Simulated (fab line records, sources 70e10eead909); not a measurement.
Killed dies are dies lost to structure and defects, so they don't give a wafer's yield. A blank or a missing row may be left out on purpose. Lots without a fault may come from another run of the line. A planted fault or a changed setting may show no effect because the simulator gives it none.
Which tool did it? | flow nand_harc | 6 lots, 18 wafers sampled, at 5 steps of a route of 1159

WHAT THE GAUGES READ, wafer by wafer
NHARC_END_SORT_01.
lot  | measured     | on        | killed_at_array
L827 | day 19 14:07 | prober-02 | 673 668 670

WHICH TOOL RAN EACH LOT (tool, then ch and the chambers of the sampled wafers, then the start)
lot  | NHARC_A_STAIRCASE_ETCH_453                    | NHARC_A_STAIRCASE_STRIP_316                   | NHARC_A_STAIRCASE_DEP_322       | NHARC_A_STAIRCASE_CMP_152
L827 | rie_diel-13 ch 0,1,3, day 13 07:35 or earlier | rie_diel-13 ch 0,1,2, day 13 07:35 or earlier | pecvd-04 ch 0,2, day 13 07:35   | cmp-04 ch 0,3, day 14 02:40
L838 | rie_diel-11 ch 1,2,3, day 15 19:59 or earlier | rie_diel-11 ch 0,1,3, day 15 19:59 or earlier | pecvd-01 ch 0,2, day 15 19:59   | cmp-04 ch 0,2, day 16 16:50
L839 | rie_diel-11 ch 0,1,3, day 16 07:32 or earlier | rie_diel-11 ch 1,2,3, day 16 07:32 or earlier | pecvd-01 ch 0,1,2, day 16 07:32 | cmp-03 ch 1,2,3, day 17 03:04
L842 | rie_diel-11 ch 0,3, day 16 16:34 or earlier   | rie_diel-11 ch 0,1,3, day 16 16:34 or earlier | pecvd-02 ch 0,1,2, day 16 16:34 | cmp-02 ch 1,3, day 17 14:01
L845 | rie_diel-13 ch 1,3, day 17 17:49 or earlier   | rie_diel-13 ch 0,3, day 17 17:49 or earlier   | pecvd-04 ch 0,1,2, day 17 17:49 | cmp-04 ch 1,3, day 18 14:16
L848 | rie_diel-13 ch 1,3, day 18 10:25 or earlier   | rie_diel-13 ch 0,1, day 18 10:25 or earlier   | pecvd-02 ch 0,1,2, day 18 10:25 | cmp-03 ch 0,2, day 19 04:33
- NHARC_A_STAIRCASE_ETCH_453: etches the open film in CF4/O2, target depth 30 nm, overetch 3 nm, time 16.5 s.
- NHARC_A_STAIRCASE_STRIP_316: strips in O2.
- NHARC_A_STAIRCASE_DEP_322: deposits SiO2, target thk 3800 nm.
- NHARC_A_STAIRCASE_CMP_152: polishes.

THE ANSWER, worked out from the rows above alone
Rule: what is usual is taken from the lots themselves. Put in order of their means at a reading, lots are off if they are a third of the lots or fewer, leave a main group of 4 or more, and stand apart from it by a gap of 3 or more times the standard deviation of the main group's means; of several such gaps the widest counts. A main group whose means are all the same, to the digits that the tables above print for the reading, isn't used. A lot without any number at a reading at which 4 lots or more have one is off too. The other lots that the step has rows for count as sound.
No lot is off at any reading shown: from this, nothing can be told.

WHAT THE SIMULATOR HAD PUT IN
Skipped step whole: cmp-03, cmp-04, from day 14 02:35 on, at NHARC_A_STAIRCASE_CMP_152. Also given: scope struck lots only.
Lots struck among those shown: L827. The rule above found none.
